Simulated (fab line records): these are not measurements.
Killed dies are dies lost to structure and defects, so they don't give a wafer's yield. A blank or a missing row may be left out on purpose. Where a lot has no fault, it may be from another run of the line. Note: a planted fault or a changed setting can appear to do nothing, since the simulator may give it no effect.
Which tool was responsible?	flow nand_harc	12 lots with 35 wafers sampled at 5 steps, on a route of 1159 steps

WHAT EACH GAUGE READ, for each wafer
NHARC_END_SORT_01.
lot	measured	on	killed_at_array	killed_at_other	killed_at_periphery	killed_dies	killed_open	killed_short
L468	day 23 00:50	prober-02	673 673 12	0 0 1	4 4 6	677 677 19	3 1 1	0 1 0
L469	day 23 17:24	prober-02	12 675 14	1 0 0	2 2 1	15 677 15	1 3 1	0 2 1
L471	day 24 00:25	prober-02	676 26	0 0	1 2	677 28	6 2	0 1

EACH LOT AND THE TOOL THAT RAN IT (in order: tool; ch and the chambers of the sampled wafers; start)
lot	NHARC_A_STAIRCASE_DESCUM_11	NHARC_A_STAIRCASE_TRIM_22	NHARC_A_STAIRCASE_ETCH_23	NHARC_A_STAIRCASE_TRIM_26
L463	rie_diel-13 ch 0,1,3, day 10 19:08	rie_diel-06 ch 0,2, day 10 20:41 or earlier	rie_diel-06 ch 0,1, day 10 20:41	rie_diel-06 ch 0,1,2, no start
L464	rie_diel-01 ch 1,3, day 10 19:17	rie_diel-01 ch 1,2,3, day 10 20:49 or earlier	rie_diel-01 ch 0,1,3, day 10 20:49	rie_diel-01 ch 0,1,3, no start
L468	rie_diel-06 ch 0,1,3, day 11 22:14	rie_diel-01 ch 2,3, day 11 23:59 or earlier	rie_diel-01 ch 1,3, day 11 23:59	rie_diel-01 ch 1,2,3, day 23 00:50 or earlier
L469	rie_diel-01 ch 0,2,3, day 12 09:12	rie_diel-01 ch 0,2,3, day 12 10:46 or earlier	rie_diel-01 ch 0,2,3, day 12 10:46	rie_diel-01 ch 1,2, day 23 17:24 or earlier
L471	rie_diel-06 ch 0,2, day 13 01:41	rie_diel-01 ch 2,3, day 13 03:30 or earlier	rie_diel-01 ch 0,1, day 13 03:30	rie_diel-01 ch 0,1, day 24 00:25 or earlier
L476	rie_diel-06 ch 0,1, day 13 23:19	rie_diel-13 ch 1,3, day 14 01:53 or earlier	rie_diel-13 ch 2,3, day 14 01:53	rie_diel-13 ch 0,2,3, no start
L477	rie_diel-13 ch 1,3, day 14 09:35	rie_diel-13 ch 0,3, day 14 12:05 or earlier	rie_diel-13 ch 0,1, day 14 12:05	rie_diel-13 ch 1,3, no start
L480	rie_diel-13 ch 0,1,2, day 14 23:01	rie_diel-13 ch 0,1,2, day 15 00:44 or earlier	rie_diel-13 ch 1,2,3, day 15 00:44	rie_diel-13 ch 1,2,3, no start
L482	rie_diel-01 ch 0,2,3, day 15 11:34	rie_diel-13 ch 1,2,3, day 15 13:35 or earlier	rie_diel-13 ch 0,2,3, day 15 13:35	rie_diel-13 ch 0,1,2, no start
L483	rie_diel-06 ch 0,1, day 15 17:23	rie_diel-01 ch 2,3, day 15 19:01 or earlier	rie_diel-01 ch 1,3, day 15 19:01	rie_diel-01 ch 0,1,2, no start
L484	rie_diel-01 ch 2,3, day 15 20:42	rie_diel-06 ch 0,1,2, day 15 22:23 or earlier	rie_diel-06 ch 0,2,3, day 15 22:23	rie_diel-06 ch 0,2, no start
L486	rie_diel-01 ch 0,1,2, day 16 19:07	rie_diel-01 ch 0,2, day 16 21:10 or earlier	rie_diel-01 ch 0,1,3, day 16 21:10	rie_diel-01 ch 1,2,3, no start
- NHARC_A_STAIRCASE_DESCUM_11: chemistry O2, time 3 s.
- NHARC_A_STAIRCASE_TRIM_22: chemistry O2, time 211.2 s.
- NHARC_A_STAIRCASE_ETCH_23: etches the open film in C4F8/O2, target depth 100 nm, time 40.5 s.
- NHARC_A_STAIRCASE_TRIM_26: chemistry O2, time 211.2 s.

WHAT THE TOOLS THEMSELVES READ (means of the sampled wafers that have a number; where no wafer has one, the mark that the record gives instead)
NHARC_A_STAIRCASE_DESCUM_11.
lot	tool	drypump_motor_current_A (A)	oes_product_au (a.u.)	rf_vpp_V (V)	showerhead_plenum_p_Torr (Torr)	throttle_valve_pct (%)
L463	rie_diel-13	5.4	1.006	57.5	1.85	11.309
L464	rie_diel-01	5.9	0.993	57.8	1.89	11.305
L468	rie_diel-06	6.2	0.996	57.8	1.92	11.313
L469	rie_diel-01	5.9	0.993	58.5	1.87	11.314
L471	rie_diel-06	6.2	0.992	58.5	1.96	11.317
L476	rie_diel-06	6.3	1.003	58.2	1.98	11.308
L477	rie_diel-13	5.4	0.983	57.2	1.78	11.306
L480	rie_diel-13	5.8	0.998	58.2	1.94	11.319
L482	rie_diel-01	5.9	1.011	58.0	1.86	11.309
L483	rie_diel-06	6.3	1.001	58.5	1.98	11.303
L484	rie_diel-01	5.9	1.004	57.8	1.88	11.312
L486	rie_diel-01	5.7	1.010	57.4	1.82	11.319

NHARC_A_STAIRCASE_TRIM_22.
lot	tool	drypump_motor_current_A (A)	oes_product_au (a.u.)	rf_vpp_V (V)	showerhead_plenum_p_Torr (Torr)	throttle_valve_pct (%)
L463	rie_diel-06	6.3	1.007	59.0	3.61	17.040
L464	rie_diel-01	5.8	0.993	57.7	3.42	17.042
L468	rie_diel-01	5.8	0.997	57.6	3.42	17.031
L469	rie_diel-01	5.9	0.993	57.1	3.46	17.044
L471	rie_diel-01	5.9	0.998	57.6	3.44	17.037
L476	rie_diel-13	5.3	0.995	58.1	3.33	17.024
L477	rie_diel-13	5.5	1.007	57.9	3.38	17.038
L480	rie_diel-13	5.8	1.006	58.7	3.57	17.033
L482	rie_diel-13	5.7	1.001	57.3	3.47	17.040
L483	rie_diel-01	5.9	1.005	57.6	3.40	17.042
L484	rie_diel-06	6.3	0.998	59.1	3.61	17.035
L486	rie_diel-01	5.8	1.009	57.5	3.37	17.040

NHARC_A_STAIRCASE_ETCH_23.
lot	tool	oes_product_au (a.u.)	rf_vpp_V (V)
L463	rie_diel-06	0.958	900
L464	rie_diel-01	0.932	894
L468	rie_diel-01	1.090	891
L469	rie_diel-01	1.018	893
L471	rie_diel-01	1.042	890
L476	rie_diel-13	0.946	899
L477	rie_diel-13	0.936	894
L480	rie_diel-13	0.946	894
L482	rie_diel-13	0.949	897
L483	rie_diel-01	0.960	891
L484	rie_diel-06	0.929	895
L486	rie_diel-01	0.944	892

NHARC_A_STAIRCASE_TRIM_26.
lot	tool	drypump_motor_current_A (A)	oes_product_au (a.u.)	rf_vpp_V (V)	showerhead_plenum_p_Torr (Torr)	throttle_valve_pct (%)
L463	rie_diel-06	6.3	1.012	57.7	3.64	17.035
L464	rie_diel-01	5.8	0.990	57.4	3.46	17.039
L468	rie_diel-01	5.8	1.000	58.5	3.41	17.039
L469	rie_diel-01	5.7	0.994	57.4	3.34	17.039
L471	rie_diel-01	5.7	0.983	56.5	3.40	17.034
L476	rie_diel-13	5.9	0.987	57.6	3.55	17.041
L477	rie_diel-13	5.4	0.990	56.2	3.30	17.030
L480	rie_diel-13	5.7	0.987	57.9	3.47	17.031
L482	rie_diel-13	5.8	1.002	58.2	3.56	17.039
L483	rie_diel-01	5.7	1.004	57.4	3.37	17.035
L484	rie_diel-06	6.1	0.991	58.3	3.59	17.033
L486	rie_diel-01	5.8	1.004	56.7	3.39	17.037

THE ANSWER, worked out from the rows above alone
Rule: the usual values come from the lots themselves. The widest of any qualifying gaps counts: lots, ordered by their means at a reading, are off when they make up no more than a third of the lots, leave a main group of 4 or more, and stand apart from it by 3 or more times the standard deviation of that group's means. Not used: any main group whose means are identical at the precision the tables above print for the reading. A lot without any number at a reading at which 4 lots or more have one is off too. Where the step has rows for the other lots, those lots are counted as sound. After the gauges, taken in route order, come the tools' own readings; for these a lot's mean is taken, as printed above. At the first step where some lot is off, the reading lying furthest off is the one used; lots without a number count as furthest.
Off at NHARC_A_STAIRCASE_ETCH_23 (oes_product_au): L468, L469, L471. For the main group the mean is 0.944 a.u. and the standard deviation 0.01.
If a tool, at that step or one of the process steps before it, ran each lot that is off and ran no sound lot following the first of them, it fits. With no start given for some of its lots, NHARC_A_STAIRCASE_TRIM_22 uses the hours and lot order of NHARC_A_STAIRCASE_ETCH_23. Not one of the candidates tried fits.

WHAT THE SIMULATOR HAD INSERTED
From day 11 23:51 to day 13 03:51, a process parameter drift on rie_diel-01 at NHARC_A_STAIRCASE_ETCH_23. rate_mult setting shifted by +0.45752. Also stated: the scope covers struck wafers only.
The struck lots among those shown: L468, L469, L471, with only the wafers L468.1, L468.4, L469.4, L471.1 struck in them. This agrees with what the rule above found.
